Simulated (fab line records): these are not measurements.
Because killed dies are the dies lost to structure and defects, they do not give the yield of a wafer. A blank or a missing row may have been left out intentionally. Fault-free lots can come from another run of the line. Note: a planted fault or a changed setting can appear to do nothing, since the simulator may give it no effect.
Problem report in the 8D (eight disciplines) form, filled by code -- flow n5_finfet -- the parts of the form that need people (team, actions taken, sign-off) are left out

== 1. THE ISSUE ==
At N5_SDB_CMP_30, time_to_endpoint_s averages 35.4 s over 3 wafers from 2 lots, while fault-free wafers read 17.2 s, standard deviation 2.1. Relative to the usual mean, that is a shift of +8.7 standard deviations.
The step: polishes, stops on poly-Si, t overpolish 1.54 s, target thk 30 nm.
Earliest sighting: wafer L335.3 on cmp-03 at day 7 22:58. At this step, 27 wafers from 9 lots have a number in the record. By rule, "out" or "out of limits" means more than 4 standard deviations away from the usual mean. Any other wafer with a number is counted as sound.

== 2. WHAT IT IS, AND WHAT IT ISN'T ==
question,is,is not
which readings at this step,time_to_endpoint_s,"overpolish_run_s, platen_rpm"
which lots,"L335, L341","L319, L321, L328, L329, L331, L332, L336"
which wafers of those lots,"L335.3, L341.4, L341.5","L335.4, L335.5, L341.3"
read on which tools,cmp-03,"cmp-01, cmp-04"
when,from day 7 22:58,"up to then (20 sound wafers); but 4 sound wafers of L336, L341 came after"

== 3. THE SUSPECTS, EACH WITH WHAT RULES IT OUT ==
Counting: a tool at a process step up to the reading stays a suspect if it ran every lot that is out. Sound lots after the first of them don't rule it out here, since some wafers of a struck lot are sound.
- rie_diel-02 at N5_SDB_ETCH_25 (etches SiO2 in C4F6/O2, target depth 10 nm, time 3.3 s): kept. Every lot that is out went through it, the first being L335 (day 7 19:58); the last sound lot it ran before that was L332 (day 6 22:59).
- cmp-03 at N5_SDB_CMP_30 (polishes, stops on poly-Si, t overpolish 1.54 s, target thk 30 nm): kept. Every lot that is out went through it, the first being L335 (day 7 22:58); the last sound lot it ran before that was L331 (day 7 01:37). Out on those wafers are its own readings of time_to_endpoint_s.
- At N5_SDB_CMP_30, inside cmp-03: chamber 1 took the wafers that are out, while their sound lot-mates went through chambers 2, 3.
What counting leaves: rie_diel-02 at N5_SDB_ETCH_25 and cmp-03 at N5_SDB_CMP_30.

== 4. THE CAUSE (what the simulator had put in) ==
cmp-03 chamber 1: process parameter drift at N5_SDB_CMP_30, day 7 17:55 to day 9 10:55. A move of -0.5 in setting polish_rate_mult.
After counting, 2 suspects remain, this tool included.

== 5. SEQUENCE OF EFFECTS, ordered by route ==
Rows list readings where the struck wafers' mean (over those with a number) sits beyond 3 standard deviations from the usual. Readings are gone through only where the record gives a usual standard deviation; hours: the median, over the lots, of the time from a lot's start at the first step in this table giving one to that lot's start at this step; sigmas: the change measured in usual standard deviations.
hours,step,reading,usual,on struck wafers,change,sigmas
0,N5_SDB_CMP_30,time_to_endpoint_s,17.2 s,35.4,+18.2,+8.7
Here are the process steps it includes:
- N5_SDB_CMP_30: polishes, stops on poly-Si, t overpolish 1.54 s, target thk 30 nm.
Later measuring or inspecting steps at which every struck wafer that the step has a row for has a number for every such reading, and none has moved that far: N5_BEOL_M4_RC_MEAS_101.

== 6. WHAT WOULD HAVE CAUGHT IT SOONER ==
First out-of-limits reading in this record: day 7 22:58, which is 5 hours after fault onset at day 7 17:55.
